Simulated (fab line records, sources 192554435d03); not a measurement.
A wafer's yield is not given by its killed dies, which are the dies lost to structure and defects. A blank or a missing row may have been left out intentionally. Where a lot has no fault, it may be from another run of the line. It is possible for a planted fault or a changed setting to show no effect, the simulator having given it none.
Which of the tools did it? | flow n5-finfet | 19 lots with 57 wafers sampled at 3 steps, on a route of 1938 steps

== WHAT THE GAUGES SHOWED, per wafer ==
N5_SD_EPI_N_EPI_MEAS_23.
lot  | measured    | on            | thk-nm (nm)
L075 | day 3 12:10 | film-metro-02 | 59.1 58.9 58.8
L077 | day 3 22:46 | film-metro-02 | 58.1 58.6 58.0
L078 | day 4 08:50 | film-metro-02 | 56.3 58.5 56.5
L079 | day 4 10:25 | film-metro-01 | 59.0 57.7 58.3
L081 | day 4 23:24 | film-metro-01 | 58.5 59.6 57.8
L082 | day 5 06:16 | film-metro-01 | 56.9 58.5 57.2
L083 | day 5 14:07 | film-metro-02 | 59.6 61.7 58.8
L084 | day 5 23:34 | film-metro-01 | 59.8 62.5 60.6
L085 | day 5 23:39 | film-metro-02 | 57.9 61.7 58.6
L086 | day 6 08:33 | film-metro-02 | 59.2 60.7 58.6
L087 | day 6 11:02 | film-metro-01 | 57.3 56.5 57.9
L089 | day 6 23:38 | film-metro-02 | 59.9 59.5 59.0
L090 | day 7 05:08 | film-metro-02 | 58.3 59.4 60.0
L091 | day 7 15:12 | film-metro-01 | 57.5 59.8 59.7
L092 | day 7 20:14 | film-metro-02 | 59.1 59.1 61.4
L093 | day 7 23:16 | film-metro-02 | 57.6 59.3 58.0
L094 | day 8 03:59 | film-metro-02 | 59.7 58.6 57.7
L096 | day 8 20:08 | film-metro-02 | 58.6 60.4 59.3
L097 | day 9 02:32 | film-metro-01 | 59.3 58.5 59.7

== EACH LOT AND THE TOOL THAT RAN IT (in order: tool; ch and the chambers of the sampled wafers; start) ==
lot  | N5_DUMMY_GATE_ETCH_42             | N5_SD_EPI_N_SD_RECESS_17
L075 | rie-diel-01 ch 0,3, day 3 07:13   | rie-si-05 ch 0,1,2, day 3 09:27
L077 | rie-diel-05 ch 0,1, day 3 17:19   | rie-si-03 ch 0,1, day 3 19:19
L078 | rie-diel-05 ch 0,3, day 4 03:46   | rie-si-05 ch 1,2, day 4 05:47
L079 | rie-diel-05 ch 1,2, day 4 05:40   | rie-si-03 ch 0,2,3, day 4 07:40
L081 | rie-diel-03 ch 1,2, day 4 18:41   | rie-si-02 ch 1,2, day 4 20:41
L082 | rie-diel-01 ch 0,1, day 5 00:31   | rie-si-02 ch 0,3, day 5 03:34
L083 | rie-diel-01 ch 0,1,2, day 5 09:30 | rie-si-05 ch 1,2,3, day 5 11:25
L084 | rie-diel-05 ch 0,1,2, day 5 14:16 | rie-si-05 ch 0,1,3, day 5 17:41
L085 | rie-diel-05 ch 1,2, day 5 18:55   | rie-si-03 ch 0,2, day 5 20:55
L086 | rie-diel-01 ch 2,3, day 6 02:49   | rie-si-03 ch 0,1,2, day 6 05:05
L087 | rie-diel-05 ch 0,1,3, day 6 05:59 | rie-si-02 ch 2,3, day 6 08:17
L089 | rie-diel-05 ch 0,1,2, day 6 17:50 | rie-si-05 ch 1,3, day 6 19:57
L090 | rie-diel-01 ch 0,1, day 6 22:36   | rie-si-03 ch 0,1,2, day 7 00:41
L091 | rie-diel-03 ch 1,3, day 7 09:43   | rie-si-02 ch 0,2,3, day 7 11:44
L092 | rie-diel-03 ch 0,2,3, day 7 14:23 | rie-si-05 ch 0,1,3, day 7 16:47
L093 | rie-diel-01 ch 1,2, day 7 17:49   | rie-si-02 ch 0,2,3, day 7 19:50
L094 | rie-diel-03 ch 1,2, day 7 22:11   | rie-si-03 ch 0,1,2, day 8 00:32
L096 | rie-diel-03 ch 0,1,2, day 8 13:01 | rie-si-02 ch 2,3, day 8 15:43
L097 | rie-diel-05 ch 1,2, day 8 19:36   | rie-si-05 ch 2,3, day 8 22:06
- N5_DUMMY_GATE_ETCH_42: etches SiO2 in CHF3/O2, target depth 3.5 nm, time 31 s.
- N5_SD_EPI_N_SD_RECESS_17: chemistry HBr/Cl2/O2, target depth 41 nm, time 23.7 s, bt time 3 s.

== AS READ BY THE TOOLS THEMSELVES (means over the sampled wafers that have a number; for cases with no such wafer, the mark the record gives instead) ==
N5_DUMMY_GATE_ETCH_42.
lot  | tool        | drypump-motor-current-A (A) | mfc-ar-sccm (sccm) | oes_ar_750_au (a.u.) | oes-product-au (a.u.) | rf-vpp-V (V) | showerhead-plenum-p-Torr (Torr) | throttle-valve-pct (%)
L075 | rie-diel-01 | 6.1                         | 200.2              | 0.79                 | 0.78                  | 41.3         | 2.39                            | 18.74
L077 | rie-diel-05 | 6.1                         | 200.0              | 0.86                 | 0.84                  | 42.0         | 2.38                            | 18.69
L078 | rie-diel-05 | 5.8                         | 199.6              | 0.75                 | 0.73                  | 43.5         | 2.43                            | 18.88
L079 | rie-diel-05 | 5.6                         | 199.1              | 0.90                 | 0.89                  | 43.5         | 2.46                            | 18.41
L081 | rie-diel-03 | 5.0                         | 199.8              | 0.82                 | 0.83                  | 42.8         | 2.40                            | 18.85
L082 | rie-diel-01 | 5.9                         | 200.3              | 0.74                 | 0.73                  | 42.9         | 2.37                            | 18.84
L083 | rie-diel-01 | 5.8                         | 200.1              | 0.79                 | 0.79                  | 42.5         | 2.35                            | 18.75
L084 | rie-diel-05 | 5.8                         | 200.4              | 0.86                 | 0.86                  | 40.9         | 2.41                            | 18.52
L085 | rie-diel-05 | 5.6                         | 199.9              | 0.88                 | 0.89                  | 43.7         | 2.45                            | 18.33
L086 | rie-diel-01 | 6.1                         | 199.7              | 0.84                 | 0.80                  | 41.8         | 2.34                            | 18.63
L087 | rie-diel-05 | 5.8                         | 200.4              | 0.89                 | 0.88                  | 43.1         | 2.42                            | 18.67
L089 | rie-diel-05 | 5.8                         | 200.4              | 0.85                 | 0.84                  | 41.8         | 2.41                            | 18.52
L090 | rie-diel-01 | 5.8                         | 200.0              | 0.72                 | 0.70                  | 42.8         | 2.33                            | 18.86
L091 | rie-diel-03 | 5.8                         | 200.3              | 0.95                 | 0.94                  | 43.7         | 2.35                            | 18.41
L092 | rie-diel-03 | 6.0                         | 199.4              | 0.80                 | 0.79                  | 42.9         | 2.39                            | 18.75
L093 | rie-diel-01 | 5.6                         | 200.8              | 0.82                 | 0.81                  | 42.6         | 2.33                            | 18.70
L094 | rie-diel-03 | 4.9                         | 200.4              | 0.85                 | 0.85                  | 42.8         | 2.37                            | 18.85
L096 | rie-diel-03 | 5.5                         | 200.8              | 0.78                 | 0.77                  | 42.9         | 2.39                            | 18.96
L097 | rie-diel-05 | 5.5                         | 200.4              | 0.84                 | 0.84                  | 42.8         | 2.44                            | 18.45

N5_SD_EPI_N_SD_RECESS_17.
lot  | tool      | drypump-motor-current-A (A) | mfc-cl2-sccm (sccm) | oes-product-au (a.u.) | throttle-valve-pct (%)
L075 | rie-si-05 | 6.2                         | 79.99               | 1.010                 | 37.2
L077 | rie-si-03 | 5.8                         | 79.87               | 0.987                 | 36.5
L078 | rie-si-05 | 6.3                         | 79.98               | 1.018                 | 37.2
L079 | rie-si-03 | 5.4                         | 79.90               | 0.987                 | 36.7
L081 | rie-si-02 | 5.8                         | 79.90               | 0.985                 | 36.9
L082 | rie-si-02 | 6.0                         | 79.95               | 0.991                 | 36.8
L083 | rie-si-05 | 6.2                         | 79.71               | 1.009                 | 37.1
L084 | rie-si-05 | 6.1                         | 79.97               | 0.999                 | 37.1
L085 | rie-si-03 | 5.5                         | 79.97               | 0.974                 | 36.4
L086 | rie-si-03 | 5.8                         | 79.87               | 0.993                 | 36.5
L087 | rie-si-02 | 5.6                         | 79.90               | 0.993                 | 36.9
L089 | rie-si-05 | 6.1                         | 79.96               | 0.996                 | 37.0
L090 | rie-si-03 | 5.8                         | 80.09               | 0.995                 | 36.5
L091 | rie-si-02 | 5.7                         | 80.07               | 0.994                 | 36.9
L092 | rie-si-05 | 6.1                         | 80.10               | 0.997                 | 37.1
L093 | rie-si-02 | 5.7                         | 79.97               | 0.994                 | 36.9
L094 | rie-si-03 | 5.8                         | 79.94               | 0.993                 | 36.5
L096 | rie-si-02 | 5.5                         | 79.88               | 0.999                 | 37.1
L097 | rie-si-05 | 6.2                         | 79.89               | 1.010                 | 37.3

== THE ANSWER, worked out from the rows above alone ==
Rule: usual is defined by the lots themselves. Put in order of their means at a reading, lots are off if they are a third of the lots or fewer, leave a main group of 4 or more, and stand apart from it by a gap of 3 or more times the standard deviation of the main group's means; of several such gaps the widest counts. If all means in a main group match to the digits the tables above print for the reading, that group is not used. A lot without any number at a reading at which 4 lots or more have one is off too. The other lots that the step has rows for count as sound. The gauges are gone through in route order, then the tools' own readings, and for those a lot's mean is taken as printed above. The first step at which some lot is off is used, and at that step the reading that is off furthest; a lot without a number counts as furthest.
No lot is off on any of the readings shown, so nothing can be concluded from this.

== WHAT HAD BEEN PUT IN BY THE SIMULATOR ==
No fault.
